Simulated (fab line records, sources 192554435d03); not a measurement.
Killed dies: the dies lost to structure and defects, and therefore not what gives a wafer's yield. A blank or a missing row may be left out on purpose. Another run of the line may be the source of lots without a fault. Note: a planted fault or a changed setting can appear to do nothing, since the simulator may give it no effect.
Split-lot study | flow n5-finfet | on a route of 1938 steps: 7 lots, 21 wafers read

== SPLIT DETAILS ==
At N5_BEOL_M13_ETCH_59 (etches BARC in N2/H2, target depth 89 nm, overetch 26.7 nm, time 67.9 s), the setting time-s was moved away from the recipe's 67.9 s on 11 of the 21 wafers read, by -18.9% to +21.1%. All remaining wafers had this setting at the recipe value.

The reading is taken at the split's own step.

== THE READING ==
coat_of_BEOL_M13_COAT_04.thk-nm (the simulator's own value, which no gauge read), in nm, at N5_BEOL_M13_ETCH_59 (etches BARC in N2/H2, target depth 89 nm, overetch 26.7 nm, time 67.9 s). There is no usual value for it anywhere in the file. The 10 wafers here that ran the recipe average 317.5 nm, standard deviation 2.2 nm.

wafer  | tool, chamber at the split | time-s as run, s | against the recipe | coat_of_BEOL_M13_COAT_04.thk-nm, nm | against lot-mates on the recipe
L086.1 | rie-diel-02, 2             | 67.9             | recipe             | 319.2                               | -
L086.2 | rie-diel-02, 0             | 55.06            | -18.9%             | 325.6                               | +6.2
L086.3 | rie-diel-02, 3             | 67.9             | recipe             | 319.6                               | -
L088.1 | rie-diel-04, 1             | 82.26            | +21.1%             | 302.6                               | no lot-mate on the recipe
L088.2 | rie-diel-04, 0             | 82.26            | +21.1%             | 304.2                               | no lot-mate on the recipe
L088.3 | rie-diel-04, 3             | 82.26            | +21.1%             | 303                                 | no lot-mate on the recipe
L089.2 | rie-diel-04, 2             | 61.07            | -10.1%             | 322                                 | +3.4
L089.4 | rie-diel-04, 0             | 67.9             | recipe             | 318.6                               | -
L089.5 | rie-diel-04, 3             | 61.07            | -10.1%             | 323.2                               | +4.6
L090.1 | rie-diel-04, 3             | 81.81            | +20.5%             | 304                                 | -13.0
L090.3 | rie-diel-04, 0             | 81.81            | +20.5%             | 304.4                               | -12.6
L090.5 | rie-diel-04, 3             | 67.9             | recipe             | 317                                 | -
L092.1 | rie-diel-04, 2             | 67.9             | recipe             | 315                                 | -
L092.2 | rie-diel-04, 3             | 67.9             | recipe             | 317.6                               | -
L092.5 | rie-diel-04, 2             | 67.9             | recipe             | 315                                 | -
L093.2 | rie-diel-05, 2             | 80.67            | +18.8%             | 307.8                               | no lot-mate on the recipe
L093.4 | rie-diel-05, 1             | 80.67            | +18.8%             | 307.6                               | no lot-mate on the recipe
L093.5 | rie-diel-05, 2             | 80.67            | +18.8%             | 307.4                               | no lot-mate on the recipe
L097.1 | rie-diel-02, 3             | 67.9             | recipe             | 319.6                               | -
L097.3 | rie-diel-02, 0             | 67.9             | recipe             | 313.4                               | -
L097.4 | rie-diel-02, 2             | 67.9             | recipe             | 319.8                               | -

THE FIT
A straight line over all 21 wafers: coat_of_BEOL_M13_COAT_04.thk-nm changes by -0.579 nm for each +1% of time-s; r = -0.97; the points scatter about the line by 2 nm.
The same after taking each lot's own level away (the mean of its wafers on the recipe; 15 wafers): -0.515 nm for each +1%; r = -0.94; scatter 2 nm.
According to that fit, moving time-s by its largest amount changes the reading by 11 nm.
The lots' own levels span 315.87 to 319.40 nm, that is 1.6 times the standard deviation above.
So the lot-to-lot level changes the slope: the two fits differ.
Check: with one of the wafers moved furthest among these (+20.5%) left out of the fit, the line predicts -10.2 nm for it against its lot-mates. Against them it came out at -13 nm.

== OTHER SPLITS ON THESE WAFERS ==
Other splits were also applied to these wafers ahead of the reading. Each is held against what the fit with the lots' levels taken away leaves over:
other split on the same wafers    | wafers away from the commonest value | r with coat_of_BEOL_M13_COAT_04.thk-nm (lot level and that fit taken away)
N5_BEOL_M6_ALD_77 ald-cycles      | 10                                   | +0.06
N5_BEOL_M7_TRENCH_ETCH_37 bias-w  | 6                                    | -0.11
N5_BEOL_M7_ETCH_41 bias-w         | 4                                    | -0.16
N5_BEOL_M10_PEB_26 peb-time-s     | 6                                    | -0.10
N5_BEOL_M10_TRENCH_ETCH_37 bias-w | 6                                    | -0.21
N5_BEOL_M13_COAT_58 spin-rpm      | 6                                    | +0.03

== FILE'S OWN FIT ==
coat_of_BEOL_M13_COAT_04.thk-nm changes by -0.478 nm for each +1% of time-s, r = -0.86.
